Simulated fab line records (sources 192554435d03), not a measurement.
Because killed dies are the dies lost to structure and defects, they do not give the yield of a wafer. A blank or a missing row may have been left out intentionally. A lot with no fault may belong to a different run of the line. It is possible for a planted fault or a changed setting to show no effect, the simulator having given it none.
fab line records -- flow n5Finfet
record: lots: 24, wafers: 72, lastDay: 18
route steps=1938 shown BEOL_M2@898
lots untouched by any fault: they come from a run of this same line in which no faults occurred
startH: hours from the record's first day to the start of the lot's first wafer shown -- waitH: time in hours since the lot's previous step -- " repeats the value in the row above -- L1.1+2: a row that stands for several wafers -- - either no value or no given start -- * or withheld: withheld -- < > ~ a bound
route shown NAME@n: NAME is a module with steps in the file, n the number in the route of the first one -- usual: mean and standard deviation over wafers with no fault -- same: alike in all rows -- chamber/n: place in a boat -- sites: each site's reading -- _std_site: the standard deviation of these -- _edge_site: mean of outer sites minus mean of inner sites -- radiusMm: how far each site lies from the wafer's centre -- mask NAME#n: copy n -- behind: the most recent tool/chamber to have shaped the wafer -- hold: what put the lot on hold/how long, in hours/how the hold closed -- device: the n, p or np transistor that did not switch -- end of line: the route-end tests of the same wafers -- for a step that has no rows: nothing shown but its recipe -- killed: count of dies lost to structure and defects at first sort (not the wafer's yield) -- map: shows each die of a wafer: x if killed, . if not, _ if none is there
set.NAME: the setting that was run; set.NAME@STEP: the one run at that earlier step -- model.NAME: the simulator's own value behind a step, which no gauge read
route steps across a sampled set of lots; one table per step, one row per wafer
services: the hour from which a tool's chamber was out of use, counted from the record's first day as startH (under 0 if before that day), plus the number of hours and why
== steps ==
step: N5_BEOL_M2_CD_MEAS_35
recipe: targetCdNm: 18, targetCdYNm: 22.2, polarity: opening
usual: cdNm: 18.06/0.3
lot.wafer,tool,chamber,startH,waitH,cdNm
L074.3,cdSem-01,-,140.38,0.0,18.12
L074.4,cdSem-01,-,140.38,0.0,18.43
L074.6,cdSem-01,-,140.38,0.0,18.06
L075.2,cdSem-02,-,149.60,0.0,18.28
L075.4,cdSem-02,-,149.60,0.0,17.72
L075.5,cdSem-02,-,149.60,0.0,18.34
L076.1,cdSem-01,-,154.49,0.0,18.11
L076.4,cdSem-01,-,154.49,0.0,18.14
L076.6,cdSem-01,-,154.49,0.0,18.08
L078.1,cdSem-02,-,154.59,0.0,18.06
L078.4,cdSem-02,-,154.59,0.0,18.24
L078.6,cdSem-02,-,154.59,0.0,18.24
L077.1,cdSem-01,-,157.60,0.0,18.26
L077.3,cdSem-01,-,157.60,0.0,18.27
L077.4,cdSem-01,-,157.60,0.0,18.23
L079.1,cdSem-03,-,166.94,0.0,18.02
L079.5,cdSem-03,-,166.94,0.0,18.36
L079.6,cdSem-03,-,166.94,0.0,18.21
L080.1,cdSem-01,-,181.51,0.0,18.03
L080.3,cdSem-01,-,181.51,0.0,18.16
L080.4,cdSem-01,-,181.51,0.0,17.95
L081.2,cdSem-01,-,201.09,0.0,18.07
L081.3,cdSem-01,-,201.09,0.0,18.20
L081.4,cdSem-01,-,201.09,0.0,18.34
L082.4,cdSem-03,-,206.80,0.0,18.52
L082.5,cdSem-03,-,206.80,0.0,18.20
L082.6,cdSem-03,-,206.80,0.0,17.84
L083.2,cdSem-02,-,208.08,0.0,17.86
L083.5,cdSem-02,-,208.08,0.0,18.16
L083.6,cdSem-02,-,208.08,0.0,17.57
L084.3,cdSem-03,-,215.86,0.0,18.01
L084.5,cdSem-03,-,215.86,0.0,18.33
L084.6,cdSem-03,-,215.86,0.0,18.13
L087.3,cdSem-03,-,219.62,0.0,18.50
L087.4,cdSem-03,-,219.62,0.0,17.85
L087.6,cdSem-03,-,219.62,0.0,17.90
L086.4,cdSem-02,-,221.75,0.0,18.01
L086.5,cdSem-02,-,221.75,0.0,18.13
L086.6,cdSem-02,-,221.75,0.0,18.03
L085.2,cdSem-02,-,232.35,0.0,17.46
L085.3,cdSem-02,-,232.35,0.0,17.18
L085.6,cdSem-02,-,232.35,0.0,17.34
L088.1,cdSem-01,-,232.35,0.0,18.17
L088.2,cdSem-01,-,232.35,0.0,18.13
L088.4,cdSem-01,-,232.35,0.0,17.74
L089.1,cdSem-02,-,237.10,0.0,17.82
L089.4,cdSem-02,-,237.10,0.0,18.55
L089.6,cdSem-02,-,237.10,0.0,18.17
L090.1,cdSem-03,-,240.64,0.0,17.84
L090.3,cdSem-03,-,240.64,0.0,17.95
L090.6,cdSem-03,-,240.64,0.0,18.13
L092.4,cdSem-01,-,245.84,0.0,18.76
L092.5,cdSem-01,-,245.84,0.0,18.57
L092.6,cdSem-01,-,245.84,0.0,18.32
L091.1,cdSem-01,-,247.25,0.0,17.95
L091.2,cdSem-01,-,247.25,0.0,17.74
L091.3,cdSem-01,-,247.25,0.0,17.97
L093.1,cdSem-01,-,257.30,0.0,17.60
L093.2,cdSem-01,-,257.30,0.0,18.02
L093.4,cdSem-01,-,257.30,0.0,18.00
L094.2,cdSem-01,-,269.82,0.0,17.97
L094.5,cdSem-01,-,269.82,0.0,18.63
L094.6,cdSem-01,-,269.82,0.0,18.25
L095.2,cdSem-02,-,274.79,0.0,18.22
L095.4,cdSem-02,-,274.79,0.0,18.07
L095.6,cdSem-02,-,274.79,0.0,18.34
L096.1,cdSem-01,-,279.71,0.0,17.93
L096.2,cdSem-01,-,279.71,0.0,18.26
L096.3,cdSem-01,-,279.71,0.0,18.09
L097.1,cdSem-02,-,287.48,0.0,17.77
L097.2,cdSem-02,-,287.48,0.0,17.35
L097.5,cdSem-02,-,287.48,0.0,17.69
step: N5_BEOL_M2_SPUTTER_79
recipe: material: Cu, targetThkA: 45, tempC: -20, chamberPressurePa: 0.07, powerW: withheld, timeS: 8.29
usual: throttleValvePct: 30.0/1.2
lot.wafer,tool,chamber,startH,waitH,throttleValvePct
L074.3,pvdSputter-01,-,142.83,0.1,31.4
L074.4,pvdSputter-01,-,142.83,0.1,30.1
L074.6,pvdSputter-01,-,142.83,0.1,30.9
L075.2,pvdSputter-02,-,151.21,0.1,29.4
L075.4,pvdSputter-02,-,151.21,0.1,29.8
L075.5,pvdSputter-02,-,151.21,0.1,30.8
L076.1,pvdSputter-02,-,155.89,0.1,29.3
L076.4,pvdSputter-02,-,155.89,0.1,30.6
L076.6,pvdSputter-02,-,155.89,0.1,29.4
L078.1,pvdSputter-03,-,155.91,0.1,32.0
L078.4,pvdSputter-03,-,155.91,0.1,28.1
L078.6,pvdSputter-03,-,155.91,0.1,28.2
L077.1,pvdSputter-01,-,158.54,0.1,31.1
L077.3,pvdSputter-01,-,158.54,0.1,31.3
L077.4,pvdSputter-01,-,158.54,0.1,31.3
L079.1,pvdSputter-01,-,168.44,0.1,28.9
L079.5,pvdSputter-01,-,168.44,0.1,31.4
L079.6,pvdSputter-01,-,168.44,0.1,29.1
L080.1,pvdSputter-03,-,182.51,0.1,32.2
L080.3,pvdSputter-03,-,182.51,0.1,28.1
L080.4,pvdSputter-03,-,182.51,0.1,30.5
L081.2,pvdSputter-01,-,202.31,0.1,31.3
L081.3,pvdSputter-01,-,202.31,0.1,29.1
L081.4,pvdSputter-01,-,202.31,0.1,30.3
L082.4,pvdSputter-03,-,208.70,0.1,30.7
L082.5,pvdSputter-03,-,208.70,0.1,30.5
L082.6,pvdSputter-03,-,208.70,0.1,28.2
L083.2,pvdSputter-01,-,209.35,0.1,31.2
L083.5,pvdSputter-01,-,209.35,0.1,29.1
L083.6,pvdSputter-01,-,209.35,0.1,31.3
L084.3,pvdSputter-02,-,217.38,0.1,30.6
L084.5,pvdSputter-02,-,217.38,0.1,29.3
L084.6,pvdSputter-02,-,217.38,0.1,29.3
L087.3,pvdSputter-02,-,222.11,0.1,29.3
L087.4,pvdSputter-02,-,222.11,0.1,29.7
L087.6,pvdSputter-02,-,222.11,0.1,30.9
L086.4,pvdSputter-03,-,223.54,0.1,30.4
L086.5,pvdSputter-03,-,223.54,0.1,28.0
L086.6,pvdSputter-03,-,223.54,0.1,30.5
L085.2,pvdSputter-01,-,235.38,0.1,31.4
L085.3,pvdSputter-01,-,235.38,0.1,29.5
L085.6,pvdSputter-01,-,235.38,0.1,29.0
L088.1,pvdSputter-02,-,235.51,0.1,30.6
L088.2,pvdSputter-02,-,235.51,0.1,29.5
L088.4,pvdSputter-02,-,235.51,0.1,29.0
L089.1,pvdSputter-01,-,238.48,0.1,31.0
L089.4,pvdSputter-01,-,238.48,0.1,30.6
L089.6,pvdSputter-01,-,238.48,0.1,31.3
L090.1,pvdSputter-01,-,242.40,0.1,30.3
L090.3,pvdSputter-01,-,242.40,0.1,30.8
L090.6,pvdSputter-01,-,242.40,0.1,31.1
L092.4,pvdSputter-03,-,247.53,0.1,28.4
L092.5,pvdSputter-03,-,247.53,0.1,30.6
L092.6,pvdSputter-03,-,247.53,0.1,28.0
L091.1,pvdSputter-01,-,249.10,0.1,31.5
L091.2,pvdSputter-01,-,249.10,0.1,30.2
L091.3,pvdSputter-01,-,249.10,0.1,29.1
L093.1,pvdSputter-03,-,258.62,0.1,31.8
L093.2,pvdSputter-03,-,258.62,0.1,30.8
L093.4,pvdSputter-03,-,258.62,0.1,28.3
L094.2,pvdSputter-03,-,270.87,0.1,28.2
L094.5,pvdSputter-03,-,270.87,0.1,28.3
L094.6,pvdSputter-03,-,270.87,0.1,30.9
L095.2,pvdSputter-01,-,275.97,0.1,28.9
L095.4,pvdSputter-01,-,275.97,0.1,30.3
L095.6,pvdSputter-01,-,275.97,0.1,29.1
L096.1,pvdSputter-01,-,280.81,0.1,30.1
L096.2,pvdSputter-01,-,280.81,0.1,29.1
L096.3,pvdSputter-01,-,280.81,0.1,31.1
L097.1,pvdSputter-03,-,288.44,0.1,32.0
L097.2,pvdSputter-03,-,288.44,0.1,28.3
L097.5,pvdSputter-03,-,288.44,0.1,28.5
step: N5_BEOL_M2_SPUTTER_88
recipe: material: Cu, targetThkA: 45, tempC: -20, chamberPressurePa: 0.07, powerW: withheld, timeS: 8.29
usual: throttleValvePct: 30.0/1.2
lot.wafer,tool,chamber,startH,waitH,throttleValvePct
L074.3,pvdSputter-01,-,143.49,0.1,31.1
L074.4,pvdSputter-01,-,143.49,0.1,30.1
L074.6,pvdSputter-01,-,143.49,0.1,30.9
L075.2,pvdSputter-02,-,151.87,0.1,29.4
L075.4,pvdSputter-02,-,151.87,0.1,29.3
L075.5,pvdSputter-02,-,151.87,0.1,30.7
L076.1,pvdSputter-02,-,156.55,0.1,29.4
L076.4,pvdSputter-02,-,156.55,0.1,30.8
L076.6,pvdSputter-02,-,156.55,0.1,29.5
L078.1,pvdSputter-03,-,156.57,0.1,32.1
L078.4,pvdSputter-03,-,156.57,0.1,27.9
L078.6,pvdSputter-03,-,156.57,0.1,27.9
L077.1,pvdSputter-01,-,159.20,0.1,31.2
L077.3,pvdSputter-01,-,159.20,0.1,31.5
L077.4,pvdSputter-01,-,159.20,0.1,31.2
L079.1,pvdSputter-01,-,169.10,0.1,29.0
L079.5,pvdSputter-01,-,169.10,0.1,31.3
L079.6,pvdSputter-01,-,169.10,0.1,28.9
L080.1,pvdSputter-03,-,183.39,0.1,32.0
L080.3,pvdSputter-03,-,183.39,0.1,28.3
L080.4,pvdSputter-03,-,183.39,0.1,30.5
L081.2,pvdSputter-01,-,202.97,0.1,31.0
L081.3,pvdSputter-01,-,202.97,0.1,29.0
L081.4,pvdSputter-01,-,202.97,0.1,29.9
L083.2,pvdSputter-01,-,210.01,0.1,30.9
L083.5,pvdSputter-01,-,210.01,0.1,29.1
L083.6,pvdSputter-01,-,210.01,0.1,31.1
L082.4,pvdSputter-03,-,210.02,0.1,30.6
L082.5,pvdSputter-03,-,210.02,0.1,30.9
L082.6,pvdSputter-03,-,210.02,0.1,28.3
L084.3,pvdSputter-02,-,218.04,0.1,30.5
L084.5,pvdSputter-02,-,218.04,0.1,29.3
L084.6,pvdSputter-02,-,218.04,0.1,29.3
L087.3,pvdSputter-02,-,222.77,0.1,29.5
L087.4,pvdSputter-02,-,222.77,0.1,29.7
L087.6,pvdSputter-02,-,222.77,0.1,30.5
L086.4,pvdSputter-03,-,224.20,0.1,30.3
L086.5,pvdSputter-03,-,224.20,0.1,28.1
L086.6,pvdSputter-03,-,224.20,0.1,30.8
L085.2,pvdSputter-01,-,236.04,0.1,31.3
L085.3,pvdSputter-01,-,236.04,0.1,29.2
L085.6,pvdSputter-01,-,236.04,0.1,29.0
L088.1,pvdSputter-02,-,236.17,0.1,30.7
L088.2,pvdSputter-02,-,236.17,0.1,29.6
L088.4,pvdSputter-02,-,236.17,0.1,29.2
L089.1,pvdSputter-01,-,239.14,0.1,31.0
L089.4,pvdSputter-01,-,239.14,0.1,30.1
L089.6,pvdSputter-01,-,239.14,0.1,31.3
L090.1,pvdSputter-01,-,243.06,0.1,30.3
L090.3,pvdSputter-01,-,243.06,0.1,30.8
L090.6,pvdSputter-01,-,243.06,0.1,31.0
L092.4,pvdSputter-03,-,248.19,0.1,28.5
L092.5,pvdSputter-03,-,248.19,0.1,30.7
L092.6,pvdSputter-03,-,248.19,0.1,28.0
L091.1,pvdSputter-01,-,249.76,0.1,31.2
L091.2,pvdSputter-01,-,249.76,0.1,30.1
L091.3,pvdSputter-01,-,249.76,0.1,28.9
L093.1,pvdSputter-03,-,259.28,0.1,31.9
L093.2,pvdSputter-03,-,259.28,0.1,30.6
L093.4,pvdSputter-03,-,259.28,0.1,28.4
L094.2,pvdSputter-03,-,271.53,0.1,28.1
L094.5,pvdSputter-03,-,271.53,0.1,28.4
L094.6,pvdSputter-03,-,271.53,0.1,30.6
L095.2,pvdSputter-01,-,276.63,0.1,29.1
L095.4,pvdSputter-01,-,276.63,0.1,30.3
L095.6,pvdSputter-01,-,276.63,0.1,28.8
L096.1,pvdSputter-01,-,281.47,0.1,30.1
L096.2,pvdSputter-01,-,281.47,0.1,29.2
L096.3,pvdSputter-01,-,281.47,0.1,31.2
L097.1,pvdSputter-03,-,289.10,0.1,31.9
L097.2,pvdSputter-03,-,289.10,0.1,28.2
L097.5,pvdSputter-03,-,289.10,0.1,28.0
step: N5_BEOL_M2_SPUTTER_90
recipe: material: Cu, targetThkA: 45, tempC: -20, chamberPressurePa: 0.07, powerW: withheld, timeS: 8.29
usual: throttleValvePct: 30.0/1.2
lot.wafer,tool,chamber,startH,waitH,throttleValvePct
L074.3,pvdSputter-01,-,143.71,0.1,31.1
L074.4,pvdSputter-01,-,143.71,0.1,30.3
L074.6,pvdSputter-01,-,143.71,0.1,30.9
L075.2,pvdSputter-02,-,152.09,0.1,29.2
L075.4,pvdSputter-02,-,152.09,0.1,29.6
L075.5,pvdSputter-02,-,152.09,0.1,30.7
L076.1,pvdSputter-02,-,156.77,0.1,29.3
L076.4,pvdSputter-02,-,156.77,0.1,30.6
L076.6,pvdSputter-02,-,156.77,0.1,29.3
L078.1,pvdSputter-03,-,156.79,0.1,31.8
L078.4,pvdSputter-03,-,156.79,0.1,27.8
L078.6,pvdSputter-03,-,156.79,0.1,28.1
L077.1,pvdSputter-01,-,159.42,0.1,31.0
L077.3,pvdSputter-01,-,159.42,0.1,31.2
L077.4,pvdSputter-01,-,159.42,0.1,31.3
L079.1,pvdSputter-01,-,169.32,0.1,29.3
L079.5,pvdSputter-01,-,169.32,0.1,31.3
L079.6,pvdSputter-01,-,169.32,0.1,28.8
L080.1,pvdSputter-03,-,183.83,0.1,32.0
L080.3,pvdSputter-03,-,183.83,0.1,28.7
L080.4,pvdSputter-03,-,183.83,0.1,30.7
L081.2,pvdSputter-01,-,203.19,0.1,31.2
L081.3,pvdSputter-01,-,203.19,0.1,28.7
L081.4,pvdSputter-01,-,203.19,0.1,30.4
L083.2,pvdSputter-01,-,210.23,0.1,30.9
L083.5,pvdSputter-01,-,210.23,0.1,29.0
L083.6,pvdSputter-01,-,210.23,0.1,30.8
L082.4,pvdSputter-03,-,210.46,0.1,30.8
L082.5,pvdSputter-03,-,210.46,0.1,30.6
L082.6,pvdSputter-03,-,210.46,0.1,28.4
L084.3,pvdSputter-02,-,218.26,0.1,30.9
L084.5,pvdSputter-02,-,218.26,0.1,29.2
L084.6,pvdSputter-02,-,218.26,0.1,29.5
L087.3,pvdSputter-02,-,222.99,0.1,29.4
L087.4,pvdSputter-02,-,222.99,0.1,29.6
L087.6,pvdSputter-02,-,222.99,0.1,30.8
L086.4,pvdSputter-03,-,224.42,0.1,30.8
L086.5,pvdSputter-03,-,224.42,0.1,27.9
L086.6,pvdSputter-03,-,224.42,0.1,30.2
L085.2,pvdSputter-01,-,236.26,0.1,31.2
L085.3,pvdSputter-01,-,236.26,0.1,29.1
L085.6,pvdSputter-01,-,236.26,0.1,29.0
L088.1,pvdSputter-02,-,236.39,0.1,30.8
L088.2,pvdSputter-02,-,236.39,0.1,29.3
L088.4,pvdSputter-02,-,236.39,0.1,29.2
L089.1,pvdSputter-01,-,239.36,0.1,31.1
L089.4,pvdSputter-01,-,239.36,0.1,30.3
L089.6,pvdSputter-01,-,239.36,0.1,31.4
L090.1,pvdSputter-01,-,243.28,0.1,30.2
L090.3,pvdSputter-01,-,243.28,0.1,30.8
L090.6,pvdSputter-01,-,243.28,0.1,30.9
L092.4,pvdSputter-03,-,248.41,0.1,28.2
L092.5,pvdSputter-03,-,248.41,0.1,30.6
L092.6,pvdSputter-03,-,248.41,0.1,28.3
L091.1,pvdSputter-01,-,249.98,0.1,31.4
L091.2,pvdSputter-01,-,249.98,0.1,29.8
L091.3,pvdSputter-01,-,249.98,0.1,29.2
L093.1,pvdSputter-03,-,259.50,0.1,31.8
L093.2,pvdSputter-03,-,259.50,0.1,30.6
L093.4,pvdSputter-03,-,259.50,0.1,28.5
L094.2,pvdSputter-03,-,271.75,0.1,28.0
L094.5,pvdSputter-03,-,271.75,0.1,28.3
L094.6,pvdSputter-03,-,271.75,0.1,30.5
L095.2,pvdSputter-01,-,276.85,0.1,28.9
L095.4,pvdSputter-01,-,276.85,0.1,30.3
L095.6,pvdSputter-01,-,276.85,0.1,28.9
L096.1,pvdSputter-01,-,281.69,0.1,30.3
L096.2,pvdSputter-01,-,281.69,0.1,29.0
L096.3,pvdSputter-01,-,281.69,0.1,31.2
L097.1,pvdSputter-03,-,289.32,0.1,32.2
L097.2,pvdSputter-03,-,289.32,0.1,28.3
L097.5,pvdSputter-03,-,289.32,0.1,28.2
step: N5_BEOL_M2_ANNEAL_91
recipe: tempC: 400, timeS: 240, ambient: vacuum
usual: heaterPowerW: 829/65
lot.wafer,tool,chamber,startH,waitH,heaterPowerW
L074.3,pvdSputter-01,-,143.79,0.0,863
L074.4,pvdSputter-01,-,143.79,0.0,758
L074.6,pvdSputter-01,-,143.79,0.0,822
L075.2,pvdSputter-02,-,152.17,0.0,843
L075.4,pvdSputter-02,-,152.17,0.0,1035
L075.5,pvdSputter-02,-,152.17,0.0,961
L076.1,pvdSputter-02,-,156.85,0.0,822
L076.4,pvdSputter-02,-,156.85,0.0,928
L076.6,pvdSputter-02,-,156.85,0.0,868
L078.1,pvdSputter-03,-,156.87,0.0,808
L078.4,pvdSputter-03,-,156.87,0.0,816
L078.6,pvdSputter-03,-,156.87,0.0,844
L077.1,pvdSputter-01,-,159.50,0.0,803
L077.3,pvdSputter-01,-,159.50,0.0,882
L077.4,pvdSputter-01,-,159.50,0.0,863
L079.1,pvdSputter-01,-,169.40,0.0,771
L079.5,pvdSputter-01,-,169.40,0.0,859
L079.6,pvdSputter-01,-,169.40,0.0,786
L080.1,pvdSputter-03,-,183.99,0.1,813
L080.3,pvdSputter-03,-,183.99,0.1,862
L080.4,pvdSputter-03,-,183.99,0.1,728
L081.2,pvdSputter-01,-,203.27,0.0,811
L081.3,pvdSputter-01,-,203.27,0.0,800
L081.4,pvdSputter-01,-,203.27,0.0,777
L083.2,pvdSputter-01,-,210.31,0.0,793
L083.5,pvdSputter-01,-,210.31,0.0,800
L083.6,pvdSputter-01,-,210.31,0.0,796
L082.4,pvdSputter-03,-,210.62,0.1,752
L082.5,pvdSputter-03,-,210.62,0.1,751
L082.6,pvdSputter-03,-,210.62,0.1,871
L084.3,pvdSputter-02,-,218.34,0.0,982
L084.5,pvdSputter-02,-,218.34,0.0,870
L084.6,pvdSputter-02,-,218.34,0.0,811
L087.3,pvdSputter-02,-,223.07,0.0,811
L087.4,pvdSputter-02,-,223.07,0.0,1041
L087.6,pvdSputter-02,-,223.07,0.0,944
L086.4,pvdSputter-03,-,224.50,0.0,739
L086.5,pvdSputter-03,-,224.50,0.0,842
L086.6,pvdSputter-03,-,224.50,0.0,752
L085.2,pvdSputter-01,-,236.34,0.0,856
L085.3,pvdSputter-01,-,236.34,0.0,790
L085.6,pvdSputter-01,-,236.34,0.0,784
L088.1,pvdSputter-02,-,236.47,0.0,956
L088.2,pvdSputter-02,-,236.47,0.0,821
L088.4,pvdSputter-02,-,236.47,0.0,878
L089.1,pvdSputter-01,-,239.44,0.0,807
L089.4,pvdSputter-01,-,239.44,0.0,745
L089.6,pvdSputter-01,-,239.44,0.0,862
L090.1,pvdSputter-01,-,243.36,0.0,738
L090.3,pvdSputter-01,-,243.36,0.0,805
L090.6,pvdSputter-01,-,243.36,0.0,807
L092.4,pvdSputter-03,-,248.49,0.0,883
L092.5,pvdSputter-03,-,248.49,0.0,751
L092.6,pvdSputter-03,-,248.49,0.0,841
L091.1,pvdSputter-01,-,250.06,0.0,864
L091.2,pvdSputter-01,-,250.06,0.0,765
L091.3,pvdSputter-01,-,250.06,0.0,786
L093.1,pvdSputter-03,-,259.58,0.0,813
L093.2,pvdSputter-03,-,259.58,0.0,743
L093.4,pvdSputter-03,-,259.58,0.0,857
L094.2,pvdSputter-03,-,271.83,0.0,798
L094.5,pvdSputter-03,-,271.83,0.0,863
L094.6,pvdSputter-03,-,271.83,0.0,747
L095.2,pvdSputter-01,-,276.93,0.0,773
L095.4,pvdSputter-01,-,276.93,0.0,758
L095.6,pvdSputter-01,-,276.93,0.0,799
L096.1,pvdSputter-01,-,281.77,0.0,758
L096.2,pvdSputter-01,-,281.77,0.0,764
L096.3,pvdSputter-01,-,281.77,0.0,811
L097.1,pvdSputter-03,-,289.40,0.0,815
L097.2,pvdSputter-03,-,289.40,0.0,877
L097.5,pvdSputter-03,-,289.40,0.0,846
step: N5_BEOL_M2_THK_MEAS_53
recipe: thkMeasGauge: xrf, reads: Cu_of_BEOL_M2_ECD_50
usual: M2_THK: 39.4/1
lot.wafer,tool,chamber,startH,waitH,M2_THK[nm]
L074.3,filmMetro-01,-,145.16,-,39.6
L074.4,filmMetro-01,-,145.16,-,40.6
L074.6,filmMetro-01,-,145.16,-,40.0
L075.2,filmMetro-02,-,153.54,-,38.4
L075.4,filmMetro-02,-,153.54,-,38.4
L075.5,filmMetro-02,-,153.54,-,39.1
L076.1,filmMetro-01,-,158.23,-,37.9
L076.4,filmMetro-01,-,158.23,-,37.6
L076.6,filmMetro-01,-,158.23,-,39.3
L078.1,filmMetro-02,-,158.25,-,40.1
L078.4,filmMetro-02,-,158.25,-,40.3
L078.6,filmMetro-02,-,158.25,-,40.2
L077.1,filmMetro-01,-,160.88,-,40.5
L077.3,filmMetro-01,-,160.88,-,39.8
L077.4,filmMetro-01,-,160.88,-,39.6
L079.1,filmMetro-01,-,170.79,-,39.9
L079.5,filmMetro-01,-,170.79,-,40.2
L079.6,filmMetro-01,-,170.79,-,40.1
L080.1,filmMetro-02,-,186.02,-,39.2
L080.3,filmMetro-02,-,186.02,-,38.2
L080.4,filmMetro-02,-,186.02,-,39.5
L081.2,filmMetro-02,-,204.64,-,37.0
L081.3,filmMetro-02,-,204.64,-,38.7
L081.4,filmMetro-02,-,204.64,-,38.4
L083.2,filmMetro-02,-,212.17,-,39.4
L083.5,filmMetro-02,-,212.17,-,39.0
L083.6,filmMetro-02,-,212.17,-,39.3
L082.4,filmMetro-02,-,212.65,-,39.4
L082.5,filmMetro-02,-,212.65,-,37.9
L082.6,filmMetro-02,-,212.65,-,40.7
L084.3,filmMetro-02,-,219.88,-,36.9
L084.5,filmMetro-02,-,219.88,-,38.3
L084.6,filmMetro-02,-,219.88,-,39.2
L087.3,filmMetro-02,-,224.70,-,39.3
L087.4,filmMetro-02,-,224.70,-,38.9
L087.6,filmMetro-02,-,224.70,-,38.1
L086.4,filmMetro-01,-,225.88,-,40.2
L086.5,filmMetro-01,-,225.88,-,41.2
L086.6,filmMetro-01,-,225.88,-,40.4
L085.2,filmMetro-02,-,237.71,-,39.1
L085.3,filmMetro-02,-,237.71,-,38.9
L085.6,filmMetro-02,-,237.71,-,39.2
L088.1,filmMetro-01,-,237.93,-,40.4
L088.2,filmMetro-01,-,237.93,-,39.6
L088.4,filmMetro-01,-,237.93,-,39.0
L089.1,filmMetro-01,-,240.81,-,39.9
L089.4,filmMetro-01,-,240.81,-,39.6
L089.6,filmMetro-01,-,240.81,-,39.5
L090.1,filmMetro-02,-,244.83,-,38.8
L090.3,filmMetro-02,-,244.83,-,38.7
L090.6,filmMetro-02,-,244.83,-,39.5
L092.4,filmMetro-01,-,250.24,-,38.0
L092.5,filmMetro-01,-,250.24,-,42.0
L092.6,filmMetro-01,-,250.24,-,38.9
L091.1,filmMetro-02,-,251.43,-,38.4
L091.2,filmMetro-02,-,251.43,-,39.3
L091.3,filmMetro-02,-,251.43,-,40.6
L093.1,filmMetro-02,-,260.95,-,38.6
L093.2,filmMetro-02,-,260.95,-,37.4
L093.4,filmMetro-02,-,260.95,-,37.1
L094.2,filmMetro-01,-,273.27,0.2,41.7
L094.5,filmMetro-01,-,273.27,0.2,40.4
L094.6,filmMetro-01,-,273.27,0.2,41.0
L095.2,filmMetro-02,-,278.33,0.2,39.2
L095.4,filmMetro-02,-,278.33,0.2,40.9
L095.6,filmMetro-02,-,278.33,0.2,38.4
L096.1,filmMetro-01,-,283.14,-,40.1
L096.2,filmMetro-01,-,283.14,-,40.9
L096.3,filmMetro-01,-,283.14,-,38.2
L097.1,filmMetro-01,-,290.77,-,38.8
L097.2,filmMetro-01,-,290.77,-,40.6
L097.5,filmMetro-01,-,290.77,-,40.4
== services ==
tool,chamber,startH,hours,kind
pvdSputter-01,-,194.82,4.9,repair
== key ==
fault none
